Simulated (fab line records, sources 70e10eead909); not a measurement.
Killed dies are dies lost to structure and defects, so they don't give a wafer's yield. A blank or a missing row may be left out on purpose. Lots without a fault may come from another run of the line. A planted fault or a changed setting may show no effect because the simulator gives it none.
Chamber matching | flow nand_harc | NHARC_A_CHANNEL_HOLE_D2_ETCH_44 on rie_diel-11: 4 sister chambers
The step etches the open film in CF4/O2, target depth 140 nm, overetch 14 nm, time 77 s. 14 wafers are shown with their chamber, then 7 later ones without.

WAFERS WITH THEIR CHAMBER
wafer  | chamber | showerhead_plenum_p_Torr (Torr) | oes_product_au (a.u.) | rf_vpp_V (V)
L074.1 | 2       | 1.25                            | 0.992                 | 195.8
L074.2 | 0       | 1.37                            | 1.001                 | 197.7
L074.6 | 1       | 1.28                            | 1.001                 | 195.8
L076.2 | 1       | 1.28                            | 1.012                 | 198.1
L076.3 | 2       | 1.25                            | 1.006                 | 197.7
L076.4 | 0       | 1.36                            | 1.009                 | 197.7
L078.4 | 3       | 1.35                            | 1.018                 | 197.5
L078.5 | 2       | 1.25                            | 1.001                 | 195.3
L078.6 | 1       | 1.28                            | 1.009                 | 196.7
L079.2 | 2       | 1.25                            | 1.009                 | 196.8
L079.5 | 2       | 1.25                            | 1.001                 | 195.3
L079.6 | 3       | 1.35                            | 1.014                 | 197.8
L081.1 | 2       | 1.25                            | 1.003                 | 196.6
L081.3 | 0       | 1.36                            | 1.007                 | 198.4

SIGNATURES (means of the wafers above)
reading                  | chamber 0 | chamber 1 | chamber 2 | chamber 3 | scatter within a chamber
showerhead_plenum_p_Torr | 1.3633    | 1.2800    | 1.2500    | 1.3500    | 0.00258
oes_product_au           | 1.00567   | 1.00733   | 1.00200   | 1.01600   | 0.00525
rf_vpp_V                 | 197.933   | 196.867   | 196.250   | 197.650   | 0.871
Rule: a wafer's distance from a chamber is the root of the sum, over the readings, of the square of ((its reading less the chamber's mean) divided by the reading's scatter). The wafer belongs to the nearest chamber; if the next one is less than 2 further off, it can't be placed. The scatter: the root of (the sum of the squares of (reading less its chamber's mean) over the shown wafers, divided by (wafers less chambers)).

WAFERS WITHOUT THEIR CHAMBER
wafer  | showerhead_plenum_p_Torr (Torr) | oes_product_au (a.u.) | rf_vpp_V (V)
L081.6 | 1.28                            | 0.999                 | 195.7
L084.2 | 1.34                            | 1.005                 | 197.9
L084.3 | 1.36                            | 1.006                 | 198.8
L084.5 | 1.28                            | 0.999                 | 197.0
L087.4 | 1.36                            | 0.999                 | 198.0
L087.5 | 1.25                            | 1.005                 | 196.4
L087.6 | 1.34                            | 1.008                 | 197.6

WHICH CHAMBER EACH WENT THROUGH
wafer  | from the rows above | in truth
L081.6 | 1                   | 1
L084.2 | 3                   | 3
L084.3 | 0                   | 0
L084.5 | 1                   | 1
L087.4 | 0                   | 0
L087.5 | 2                   | 2
L087.6 | 3                   | 3
Placed correctly: 7 of 7. Can't be placed from these rows: 0. Placed wrongly: 0.
